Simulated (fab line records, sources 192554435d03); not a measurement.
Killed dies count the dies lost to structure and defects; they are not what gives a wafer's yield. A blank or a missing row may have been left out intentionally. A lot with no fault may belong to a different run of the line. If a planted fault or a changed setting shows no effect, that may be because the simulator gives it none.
Split-lot study -- flow n5-finfet -- 21 wafers read from 7 lots, route of 1938 steps

## ON THE SPLIT
At N5_DUMMY_GATE_COAT_35 (time 60 s, resist thk 10 nm), the setting spin-rpm was moved away from the recipe's 1500 rpm on 7 of the 21 wafers read, by -10.3% to +9.6%. All remaining wafers had this setting at the recipe value.

The split's own step is where the reading is taken.

## THE READING
SiARC_of_DUMMY_GATE_COAT_35.thk-nm (the simulator's own value, which no gauge read), in nm, at N5_DUMMY_GATE_COAT_35 (time 60 s, resist thk 10 nm). There is no usual value for it anywhere in the file.

wafer,"tool, chamber at the split","spin-rpm as run, rpm",against the recipe,"SiARC_of_DUMMY_GATE_COAT_35.thk-nm, nm",against lot-mates on the recipe
L074.1,"litho-track-02, 0",1644,+9.6%,9.6,-0.4
L074.6,"litho-track-02, 0",1644,+9.6%,9.6,-0.4
L074.2,"litho-track-02, 0",1500,recipe,10,-
L076.1,"litho-track-02, 0",1500,recipe,10,-
L076.3,"litho-track-02, 0",1407,-6.2%,10.2,+0.2
L076.6,"litho-track-02, 0",1407,-6.2%,10.4,+0.4
L078.3,"litho-track-02, 0",1500,recipe,10,-
L078.4,"litho-track-02, 0",1500,recipe,10,-
L078.6,"litho-track-02, 0",1500,recipe,10,-
L080.1,"litho-track-03, 0",1500,recipe,10,-
L080.3,"litho-track-03, 0",1500,recipe,10,-
L080.5,"litho-track-03, 0",1500,recipe,10,-
L081.1,"litho-track-02, 0",1500,recipe,10,-
L081.2,"litho-track-02, 0",1500,recipe,10,-
L081.6,"litho-track-02, 0",1345,-10.3%,10.6,+0.6
L088.2,"litho-track-02, 0",1500,recipe,10,-
L088.5,"litho-track-02, 0",1500,recipe,10,-
L088.3,"litho-track-02, 0",1566,+4.4%,9.8,-0.2
L097.2,"litho-track-02, 0",1500,recipe,10,-
L097.3,"litho-track-02, 0",1500,recipe,10,-
L097.5,"litho-track-02, 0",1583,+5.5%,9.6,-0.4

THE FIT
A straight line over all 21 wafers: SiARC_of_DUMMY_GATE_COAT_35.thk-nm changes by -0.0496 nm for each +1% of spin-rpm; r = -0.97; the points scatter about the line by 0.054 nm.
The same after taking each lot's own level away (the mean of its wafers on the recipe; 21 wafers): -0.0496 nm for each +1%; r = -0.97; scatter 0.054 nm.
That fit puts the effect of the largest move of spin-rpm on the reading at 0.51 nm.
The lots' own levels span 10.00 to 10.00 nm.
So the lot-to-lot level changes the slope little: the two slopes agree.
Check: +0.48 nm against its lot-mates is what the line predicts for one of the wafers moved furthest among these (-10.3%) when that wafer is left out of the fit. It came out at +0.6 nm against them.

## ADDITIONAL SPLITS CARRIED BY THESE WAFERS
Before the reading, these wafers also passed through other splits. Each is held against what the fit with the lots' levels taken away leaves over:
other split on the same wafers,wafers away from the commonest value,r with SiARC_of_DUMMY_GATE_COAT_35.thk-nm (lot level and that fit taken away)
N5_WELL_APT_PEB_06 peb-time-s,3,-0.04
N5_FIN_SAQP_HM_DEP_03 time-s,3,+0.00
N5_FIN_SAQP_COAT_49 time-s,7,-0.01
N5_FIN_SAQP_FIN_ETCH_36 icp-w,7,+0.23

## THE FILE'S OWN FIT
SiARC_of_DUMMY_GATE_COAT_35.thk-nm changes by -0.0522 nm for each +1% of spin-rpm, r = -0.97.
